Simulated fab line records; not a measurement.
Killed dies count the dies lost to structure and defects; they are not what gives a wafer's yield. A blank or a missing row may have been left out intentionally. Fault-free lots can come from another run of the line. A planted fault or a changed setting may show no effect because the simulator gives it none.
fab line records | flow n5Finfet
[record] lots = 24 wafers = 72 lastDay = 18
route steps=1938 shown BEOL_M4@1097 BEOL_M5@1132 BEOL_M6@1196
lots with no fault: from the same line, run without faults
startH: start of the lot's first displayed wafer, in hours after the record's first day | waitH: hours since the lot's step before | " identical to the entry in the row above | L1.1+2: a row that stands for several wafers | - no value present, or no start provided | * or withheld: withheld | < > ~ a bound
route shown NAME@n: names a module that has steps shown in the file, with the first one's number in the route | usual: mean/standard deviation taken from wafers without a fault | same: alike in all rows | chamber/n: place in a boat | sites: readings site by site | _std_site: how widely they spread, as a standard deviation | _edge_site: outer sites' mean less inner sites' | radiusMm: for every site, how far away it sits from the centre of the wafer | mask NAME#n: copy n | behind: the most recent tool/chamber to have shaped the wafer | hold: reason for holding the lot/hours on hold/outcome of the hold | device: the n, p or np transistor that did not switch | end of line: tests run on the same wafers once the route is complete | where a step has no rows: the recipe by itself | killed: not the wafer's yield, but the dies lost to structure and defects at the first sort | map: the dies of a wafer, with x for killed, . for not killed, _ for no die there
set.NAME: setting as actually run; set.NAME@STEP: the setting as run at that earlier step | model.NAME: the simulator's own value behind a step, which no gauge read
one table for each step of the route and one row for each wafer, over a sample of lots
services: a tool's chamber out of use, with start hour (startH, from the record's first day; less than 0 if before it), hours out, and reason
[[steps]]
[step N5_BEOL_M4_ANNEAL_93]
[recipe] tempC = 400 timeS = 240 ambient = vacuum
[usual] heaterPowerW = 795/75
// columns lot.wafer tool chamber startH waitH heaterPowerW
L074.3 pvdSputter-03 - 168.16 0.0 710
L074.4 " - " " 826
L074.5 " - " " 712
L075.1 pvdSputter-02 - 171.49 0.0 709
L075.3 " - " " 868
L075.6 " - " " 815
L076.1 pvdSputter-02 - 181.48 0.0 803
L076.3 " - " " 813
L076.4 " - " " 706
L079.1 pvdSputter-02 - 190.42 0.0 700
L079.4 " - " " 854
L079.6 " - " " 935
L077.1 pvdSputter-02 - 192.85 0.0 914
L077.3 " - " " 711
L077.6 " - " " 858
L078.1 pvdSputter-02 - 197.23 0.0 782
L078.4 " - " " 827
L078.5 " - " " 794
L080.1 pvdSputter-02 - 200.45 0.0 814
L080.3 " - " " 939
L080.5 " - " " 692
L081.1 pvdSputter-03 - 215.29 0.0 826
L081.2 " - " " 746
L081.5 " - " " 840
L082.1 pvdSputter-03 - 222.70 0.0 769
L082.5 " - " " 702
L082.6 " - " " 787
L083.4 pvdSputter-02 - 232.53 0.0 710
L083.5 " - " " 802
L083.6 " - " " 701
L084.2 pvdSputter-02 - 242.35 0.0 944
L084.4 " - " " 782
L084.5 " - " " 839
L086.1 pvdSputter-03 - 243.71 0.0 720
L086.2 " - " " 784
L086.3 " - " " 693
L085.2 pvdSputter-01 - 246.91 0.0 848
L085.4 " - " " 824
L085.6 " - " " 817
L087.1 pvdSputter-02 - 247.41 0.0 794
L087.2 " - " " 831
L087.6 " - " " 814
L088.1 pvdSputter-03 - 250.59 0.0 841
L088.4 " - " " 723
L088.6 " - " " 739
L090.3 pvdSputter-01 - 267.09 0.0 772
L090.4 " - " " 857
L090.5 " - " " 781
L089.2 pvdSputter-02 - 272.87 0.0 777
L089.3 " - " " 946
L089.5 " - " " 713
L091.2 pvdSputter-03 - 273.86 0.0 694
L091.4 " - " " 722
L091.6 " - " " 815
L092.2 pvdSputter-02 - 277.71 0.0 851
L092.3 " - " " 801
L092.5 " - " " 933
L094.1 pvdSputter-02 - 285.01 0.0 817
L094.3 " - " " 801
L094.4 " - " " 714
L093.1 pvdSputter-01 - 285.49 0.0 794
L093.4 " - " " 810
L093.6 " - " " 856
L095.2 pvdSputter-01 - 302.77 0.0 803
L095.3 " - " " 877
L095.4 " - " " 685
L096.3 pvdSputter-02 - 304.07 0.0 702
L096.4 " - " " 829
L096.5 " - " " 917
L097.2 pvdSputter-02 - 310.03 0.0 840
L097.3 " - " " 788
L097.4 " - " " 706
[step N5_BEOL_M4_ANNEAL_95]
[recipe] tempC = 400 timeS = 240 ambient = vacuum
[usual] heaterPowerW = 797/75
// columns lot.wafer tool chamber startH waitH heaterPowerW
L074.3 pvdSputter-03 - 168.38 0.0 709
L074.4 " - " " 835
L074.5 " - " " 719
L075.1 pvdSputter-02 - 171.71 0.0 702
L075.3 " - " " 833
L075.6 " - " " 796
L076.1 pvdSputter-02 - 181.70 0.0 813
L076.3 " - " " 842
L076.4 " - " " 702
L079.1 pvdSputter-02 - 190.64 0.0 720
L079.4 " - " " 824
L079.6 " - " " 948
L077.1 pvdSputter-02 - 193.07 0.0 927
L077.3 " - " " 715
L077.6 " - " " 844
L078.1 pvdSputter-02 - 197.45 0.0 805
L078.4 " - " " 823
L078.5 " - " " 808
L080.1 pvdSputter-02 - 200.67 0.0 793
L080.3 " - " " 949
L080.5 " - " " 697
L081.1 pvdSputter-03 - 215.51 0.0 846
L081.2 " - " " 726
L081.5 " - " " 817
L082.1 pvdSputter-03 - 222.92 0.0 795
L082.5 " - " " 718
L082.6 " - " " 775
L083.4 pvdSputter-02 - 232.75 0.0 713
L083.5 " - " " 803
L083.6 " - " " 707
L084.2 pvdSputter-02 - 242.57 0.0 934
L084.4 " - " " 782
L084.5 " - " " 832
L086.1 pvdSputter-03 - 243.93 0.0 741
L086.2 " - " " 792
L086.3 " - " " 711
L085.2 pvdSputter-01 - 247.13 0.0 903
L085.4 " - " " 806
L085.6 " - " " 785
L087.1 pvdSputter-02 - 247.63 0.0 806
L087.2 " - " " 834
L087.6 " - " " 802
L088.1 pvdSputter-03 - 250.81 0.0 822
L088.4 " - " " 715
L088.6 " - " " 756
L090.3 pvdSputter-01 - 267.31 0.0 785
L090.4 " - " " 857
L090.5 " - " " 791
L089.2 pvdSputter-02 - 273.09 0.0 804
L089.3 " - " " 951
L089.5 " - " " 718
L091.2 pvdSputter-03 - 274.08 0.0 713
L091.4 " - " " 715
L091.6 " - " " 830
L092.2 pvdSputter-02 - 277.93 0.0 824
L092.3 " - " " 773
L092.5 " - " " 945
L094.1 pvdSputter-02 - 285.23 0.0 811
L094.3 " - " " 809
L094.4 " - " " 698
L093.1 pvdSputter-01 - 285.71 0.0 784
L093.4 " - " " 804
L093.6 " - " " 869
L095.2 pvdSputter-01 - 302.99 0.0 789
L095.3 " - " " 864
L095.4 " - " " 692
L096.3 pvdSputter-02 - 304.29 0.0 709
L096.4 " - " " 855
L096.5 " - " " 919
L097.2 pvdSputter-02 - 310.25 0.0 832
L097.3 " - " " 812
L097.4 " - " " 717
[step N5_BEOL_M5_ETCH_62]
[recipe] chemistry = N2/H2 target = SOC targetDepthA = 750 overetchA = 150 maskMaterial = SiARC tempC = 40 timeS = 112.5 ionEnergyEv = 200 pressureMtorr = 30 sourceW = 840 biasW = 150 n2FlowSccm = 200 h2FlowSccm = 200
[usual] drypumpMotorCurrentA = 5.8/0.6 oesProductAu = 0.63/0.074 rfVppV = 524.2/2.7 showerheadPlenumPTorr = 2.55/0.097 throttleValvePct = 17.77/0.21
// columns lot.wafer tool chamber startH waitH drypumpMotorCurrentA oesProductAu rfHoursCounterH rfVppV showerheadPlenumPTorr throttleValvePct
L074.3 rieDiel-04 3 174.27 0.0 6.8 0.54 213 518.7 2.41 17.61
L074.4 " 2 " " 6.1 0.56 225 522.6 2.51 17.99
L074.5 " 3 " " 6.8 0.55 - 519.8 2.41 17.59
L075.1 rieDiel-03 0 176.48 0.0 5.2 0.57 164 520.3 2.43 17.62
L075.3 " 3 " " 6.4 0.73 9 528.9 2.71 17.43
L075.6 " 2 " " 5.5 0.58 - 524.1 2.53 18.05
L076.1 rieDiel-03 2 187.72 0.0 5.5 0.58 187 524.0 2.52 18.06
L076.3 " 3 " " 6.4 0.72 13 527.7 2.70 17.44
L076.4 " 0 " " 5.1 0.57 168 519.7 2.43 17.64
L079.1 rieDiel-04 1 195.22 0.0 5.4 0.74 13 524.0 2.59 17.61
L079.4 " 0 " " 5.4 0.61 - 525.9 2.65 18.03
L079.6 " 2 " " 6.1 0.56 - 523.0 2.51 18.01
L077.1 rieDiel-01 0 198.72 0.0 5.8 0.74 29 527.8 2.70 17.50
L077.3 " 3 " " 6.2 0.61 115 520.8 2.45 17.65
L077.6 " 3 " " 6.3 0.62 - 522.1 2.45 17.65
L078.1 rieDiel-03 2 202.05 0.0 5.5 0.58 193 523.0 2.52 18.07
L078.4 " 0 " " 5.1 0.57 173 520.3 2.43 17.65
L078.5 " 3 " " 6.4 0.72 - 527.6 2.70 17.43
L080.1 rieDiel-04 2 204.61 0.0 6.1 0.55 236 522.1 2.50 18.04
L080.3 " 0 " " 5.4 0.60 167 527.1 2.65 18.07
L080.5 " 3 " " 6.8 0.54 - 520.9 2.41 17.61
L081.1 rieDiel-03 0 220.87 0.0 5.1 0.57 178 521.6 2.43 17.65
L081.2 " 2 " " 5.5 0.57 199 523.2 2.52 18.07
L081.5 " 2 " " 5.5 0.57 - 523.8 2.52 18.08
L082.1 rieDiel-04 3 228.10 0.0 6.8 0.54 227 520.7 2.40 17.62
L082.5 " 1 " " 5.4 0.71 - 525.1 2.58 17.61
L082.6 " 0 " " 5.4 0.60 - 527.4 2.64 18.06
L083.4 rieDiel-03 2 238.00 0.0 5.5 0.56 206 523.6 2.52 18.09
L083.5 " 2 " " 5.5 0.57 - 523.0 2.52 18.07
L083.6 " 3 " " 6.5 0.70 - 528.3 2.70 17.47
L084.2 rieDiel-03 3 246.63 0.0 6.4 0.69 33 528.3 2.69 17.46
L084.4 " 0 " " 5.1 0.56 188 520.4 2.42 17.68
L084.5 " 0 " " 5.1 0.57 - 519.4 2.42 17.68
L086.1 rieDiel-04 0 248.44 0.0 5.4 0.60 181 528.0 2.64 18.08
L086.2 " 1 " " 5.4 0.70 28 526.2 2.58 17.62
L086.3 " 3 " " 6.8 0.53 235 517.5 2.40 17.62
L085.2 rieDiel-01 0 252.17 0.0 5.8 0.70 45 528.4 2.69 17.52
L085.4 " 1 " " 4.7 0.72 20 524.9 2.60 17.76
L085.6 " 2 " " 6.6 0.72 - 522.7 2.49 17.81
L087.1 rieDiel-04 1 252.89 0.0 5.4 0.70 29 524.7 2.58 17.64
L087.2 " 3 " " 6.8 0.53 236 519.6 2.40 17.64
L087.6 " 3 " " 6.8 0.53 - 518.9 2.40 17.64
L088.1 rieDiel-03 3 255.74 0.0 6.4 0.68 36 528.1 2.69 17.45
L088.4 " 2 " " 5.5 0.56 211 524.1 2.51 18.09
L088.6 " 2 " " 5.5 0.56 - 523.2 2.51 18.11
L090.3 rieDiel-04 2 271.66 0.0 6.2 0.77 2 522.8 2.50 17.64
L090.4 " 1 " " 5.4 0.70 35 525.9 2.58 17.63
L090.5 " 3 " " 6.8 0.53 - 520.9 2.40 17.65
L089.2 rieDiel-03 0 279.27 0.0 5.1 0.56 199 522.1 2.42 17.69
L089.3 " 2 " " 5.5 0.56 219 522.6 2.51 18.11
L089.5 " 2 " " 5.5 0.56 - 524.1 2.51 18.11
L091.2 rieDiel-01 2 280.58 1.1 6.6 0.70 21 522.5 2.49 17.83
L091.4 " 3 " " 6.2 0.59 139 519.9 2.44 17.68
L091.6 " 2 " " 6.5 0.71 - 520.9 2.49 17.83
L092.2 rieDiel-04 3 282.11 0.0 6.8 0.53 246 519.4 2.40 17.64
L092.3 " 1 " " 5.5 0.69 38 525.9 2.58 17.64
L092.5 " 1 " " 5.4 0.69 - 524.6 2.58 17.64
L094.1 rieDiel-04 3 289.69 0.0 6.7 0.52 248 519.4 2.40 17.65
L094.3 " 2 " " 6.1 0.76 7 522.2 2.50 17.64
L094.4 " 0 " " 5.4 0.59 194 526.9 2.63 18.09
L093.1 rieDiel-04 0 290.40 0.0 5.4 0.59 194 526.4 2.63 18.11
L093.4 " 1 " " 5.4 0.68 41 525.4 2.58 17.66
L093.6 " 2 " " 6.1 0.76 - 522.7 2.50 17.65
L095.2 rieDiel-01 2 307.28 0.0 6.6 0.69 30 522.5 2.49 17.83
L095.3 " 3 " " 6.3 0.59 144 520.4 2.44 17.68
L095.4 " 1 " " 4.7 0.69 37 524.1 2.60 17.77
L096.3 rieDiel-01 2 310.30 0.0 6.6 0.69 31 522.8 2.49 17.85
L096.4 " 0 " " 5.8 0.67 63 527.8 2.69 17.55
L096.5 " 1 " " 4.7 0.69 - 525.9 2.60 17.79
L097.2 rieDiel-01 3 313.74 0.0 6.2 0.59 147 522.0 2.44 17.71
L097.3 " 2 " " 6.6 0.69 33 522.6 2.49 17.84
L097.4 " 0 " " 5.8 0.68 64 528.1 2.69 17.54
[step N5_BEOL_M5_ANNEAL_82]
[recipe] tempC = 400 timeS = 1800 ambient = vacuum
[usual] heaterPowerW = 791/70
// columns lot.wafer tool chamber startH waitH heaterPowerW
L074.3 pvdSputter-01 - 179.19 0.0 688
L074.4 " - " " 880
L074.5 " - " " 807
L075.1 pvdSputter-01 - 185.52 0.0 803
L075.3 " - " " 656
L075.6 " - " " 677
L076.1 pvdSputter-01 - 192.30 0.0 680
L076.3 " - " " 823
L076.4 " - " " 856
L079.1 pvdSputter-01 - 200.23 0.0 819
L079.4 " - " " 780
L079.6 " - " " 793
L077.1 pvdSputter-02 - 204.81 0.0 829
L077.3 " - " " 922
L077.6 " - " " 797
L078.1 pvdSputter-01 - 206.69 0.0 784
L078.4 " - " " 842
L078.5 " - " " 669
L080.1 pvdSputter-02 - 212.55 0.0 807
L080.3 " - " " 726
L080.5 " - " " 804
L081.1 pvdSputter-03 - 227.15 0.0 711
L081.2 " - " " 810
L081.5 " - " " 855
L082.1 pvdSputter-02 - 234.14 0.0 709
L082.5 " - " " 816
L082.6 " - " " 692
L083.4 pvdSputter-01 - 242.09 0.0 695
L083.5 " - " " 855
L083.6 " - " " 669
L084.2 pvdSputter-03 - 252.84 0.0 774
L084.4 " - " " 710
L084.5 " - " " 721
L086.1 pvdSputter-02 - 254.66 0.0 932
L086.2 " - " " 723
L086.3 " - " " 829
L087.1 pvdSputter-01 - 257.36 0.0 857
L087.2 " - " " 807
L087.6 " - " " 789
L085.2 pvdSputter-03 - 258.37 0.0 702
L085.4 " - " " 800
L085.6 " - " " 722
L088.1 pvdSputter-02 - 260.96 0.0 798
L088.4 " - " " 921
L088.6 " - " " 809
L090.3 pvdSputter-01 - 275.97 0.0 817
L090.4 " - " " 852
L090.5 " - " " 802
L089.2 pvdSputter-03 - 283.11 0.0 790
L089.3 " - " " 710
L089.5 " - " " 807
L091.2 pvdSputter-02 - 286.92 0.0 687
L091.4 " - " " 959
L091.6 " - " " 716
L092.2 pvdSputter-03 - 288.75 0.0 709
L092.3 " - " " 744
L092.5 " - " " 733
L093.1 pvdSputter-02 - 296.65 0.0 726
L093.4 " - " " 832
L093.6 " - " " 792
L094.1 pvdSputter-01 - 296.75 0.0 869
L094.3 " - " " 810
L094.4 " - " " 666
L095.2 pvdSputter-01 - 311.93 0.0 794
L095.3 " - " " 817
L095.4 " - " " 867
L096.3 pvdSputter-02 - 315.09 0.0 717
L096.4 " - " " 800
L096.5 " - " " 831
L097.2 pvdSputter-02 - 320.30 0.0 705
L097.3 " - " " 797
L097.4 " - " " 956
[step N5_BEOL_M6_THK_MEAS_01]
[recipe] reads = SiCOH_lowk_of_BEOL_M6_ILD_DEP_00
[usual] M6_ILD_THK = 155.3/2.2
// columns lot.wafer tool chamber startH waitH M6_ILD_THK[nm]
L074.3 filmMetro-01 - 184.06 0.3 156.7
L074.4 " - " " 158.9
L074.5 " - " " 158.9
L075.1 filmMetro-02 - 190.43 0.4 154.4
L075.3 " - " " 158.3
L075.6 " - " " 156.9
L076.1 filmMetro-02 - 197.72 0.4 155.2
L076.3 " - " " 155.1
L076.4 " - " " 157.7
L079.1 filmMetro-01 - 206.04 0.4 153.6
L079.4 " - " " 157.5
L079.6 " - " " 157.2
L077.1 filmMetro-02 - 209.73 0.4 154.1
L077.3 " - " " 156.0
L077.6 " - " " 154.0
L078.1 filmMetro-02 - 211.64 0.4 152.0
L078.4 " - " " 156.2
L078.5 " - " " 156.7
L080.1 filmMetro-01 - 222.47 0.4 156.0
L080.3 " - " " 157.3
L080.5 " - " " 159.9
L081.1 filmMetro-02 - 232.27 0.4 149.8
L081.2 " - " " 148.8
L081.5 " - " " 151.4
L082.1 filmMetro-01 - 239.09 0.4 154.1
L082.5 " - " " 155.9
L082.6 " - " " 157.7
L083.4 filmMetro-02 - 247.43 0.2 153.4
L083.5 " - " " 155.4
L083.6 " - " " 156.4
L084.2 filmMetro-01 - 258.13 0.4 152.9
L084.4 " - " " 154.2
L084.5 " - " " 156.6
L086.1 filmMetro-02 - 259.58 0.4 155.2
L086.2 " - " " 151.6
L086.3 " - " " 152.8
L087.1 filmMetro-01 - 262.33 0.4 157.0
L087.2 " - " " 156.7
L087.6 " - " " 158.8
L085.2 filmMetro-01 - 263.24 0.4 153.3
L085.4 " - " " 157.9
L085.6 " - " " 156.2
L088.1 filmMetro-01 - 265.84 0.4 155.6
L088.4 " - " " 155.9
L088.6 " - " " 156.3
L090.3 filmMetro-01 - 280.88 0.3 155.9
L090.4 " - " " 157.5
L090.5 " - " " 155.4
L089.2 filmMetro-02 - 287.99 0.4 155.0
L089.3 " - " " 153.6
L089.5 " - " " 158.1
L091.2 filmMetro-01 - 291.83 0.4 151.6
L091.4 " - " " 153.8
L091.6 " - " " 154.8
L092.2 filmMetro-02 - 293.71 0.4 154.4
L092.3 " - " " 154.0
L092.5 " - " " 155.1
L093.1 filmMetro-02 - 302.23 0.8 152.3
L093.4 " - " " 154.9
L093.6 " - " " 156.5
L094.1 filmMetro-01 - 302.64 0.8 153.7
L094.3 " - " " 153.8
L094.4 " - " " 155.4
L095.2 filmMetro-01 - 317.02 0.4 153.0
L095.3 " - " " 151.6
L095.4 " - " " 155.0
L096.3 filmMetro-02 - 319.98 0.3 155.8
L096.4 " - " " 158.0
L096.5 " - " " 157.0
L097.2 filmMetro-02 - 325.32 0.4 155.5
L097.3 " - " " 155.1
L097.4 " - " " 156.3
[step N5_BEOL_M6_INSPECT_13]
[recipe] mode = adi inspectInstrument = brightfield
[usual] rawDefectCount = 421/94
// columns lot.wafer tool chamber startH waitH rawDefectCount
L074.3 defectInspect-02 - 185.34 0.0 325
L074.4 " - " " 495
L074.5 " - " " 516
L075.1 defectInspect-01 - 191.53 0.0 593
L075.3 " - " " 543
L075.6 " - " " 517
L076.1 defectInspect-02 - 198.76 0.0 568
L076.3 " - " " 482
L076.4 " - " " 408
L079.1 defectInspect-01 - 210.50 0.0 411
L079.4 " - " " 551
L079.6 " - " " 679
L077.1 defectInspect-02 - 210.86 0.0 408
L077.3 " - " " 287
L077.6 " - " " 376
L078.1 defectInspect-01 - 213.52 0.0 302
L078.4 " - " " 409
L078.5 " - " " 400
L080.1 defectInspect-01 - 224.03 0.0 367
L080.3 " - " " 485
L080.5 " - " " 388
L081.1 defectInspect-02 - 234.00 0.0 295
L081.2 " - " " 409
L081.5 " - " " 398
L082.1 defectInspect-02 - 239.77 0.0 517
L082.5 " - " " 355
L082.6 " - " " 346
L083.4 defectInspect-01 - 248.50 0.0 406
L083.5 " - " " 342
L083.6 " - " " 337
L084.2 defectInspect-01 - 259.57 0.0 339
L084.4 " - " " 465
L084.5 " - " " 351
L086.1 defectInspect-02 - 261.53 0.0 338
L086.2 " - " " 429
L086.3 " - " " 384
L087.1 defectInspect-02 - 264.85 0.0 360
L087.2 " - " " 448
L087.6 " - " " 391
L085.2 defectInspect-01 - 265.09 0.0 467
L085.4 " - " " 620
L085.6 " - " " 500
L088.1 defectInspect-02 - 269.23 0.0 441
L088.4 " - " " 477
L088.6 " - " " 605
L090.3 defectInspect-01 - 281.83 0.0 500
L090.4 " - " " 627
L090.5 " - " " 336
L089.2 defectInspect-02 - 289.54 0.0 327
L089.3 " - " " 361
L089.5 " - " " 388
L091.2 defectInspect-02 - 293.23 0.0 319
L091.4 " - " " 339
L091.6 " - " " 346
L092.2 defectInspect-02 - 296.34 0.0 352
L092.3 " - " " 385
L092.5 " - " " 272
L093.1 defectInspect-02 - 303.86 0.0 429
L093.4 " - " " 349
L093.6 " - " " 399
L094.1 defectInspect-02 - 304.03 0.0 463
L094.3 " - " " 389
L094.4 " - " " 375
L095.2 defectInspect-01 - 319.22 0.0 506
L095.3 " - " " 360
L095.4 " - " " 313
L096.3 defectInspect-02 - 321.18 0.0 282
L096.4 " - " " 412
L096.5 " - " " 256
L097.2 defectInspect-02 - 331.17 0.0 629
L097.3 " - " " 468
L097.4 " - " " 323
[[services]]
// columns tool chamber startH hours kind
rieDiel-01 1 144.70 - clean
rieDiel-01 1 144.70 - consumableReplace:focusRing
rieDiel-01 1 144.70 16.8 scheduledDown
rieDiel-01 1 144.70 16.8 ventCycle
rieDiel-04 1 149.68 - clean
rieDiel-04 1 149.68 - consumableReplace:focusRing
rieDiel-04 0 161.53 6.6 repair
rieDiel-03 1 175.27 12.3 repair
rieDiel-04 3 193.45 8.9 repair
rieDiel-04 - 211.67 2.8 pm
rieDiel-01 - 217.33 9.7 repair
rieDiel-04 - 217.33 2.1 repair
rieDiel-01 - 229.97 2.8 pm
rieDiel-04 1 239.23 6.4 repair
rieDiel-04 2 247.20 - clean
rieDiel-04 2 247.20 - consumableReplace:focusRing
rieDiel-04 2 247.20 17.3 scheduledDown
rieDiel-04 2 247.20 17.3 ventCycle
rieDiel-01 3 284.47 7.4 repair
rieDiel-04 3 295.36 - clean
rieDiel-04 3 295.36 - consumableReplace:focusRing
rieDiel-04 3 295.36 - consumableReplace:showerhead
rieDiel-04 3 295.36 27.3 scheduledDown
rieDiel-04 3 295.36 27.3 ventCycle
[[key]]
fault none
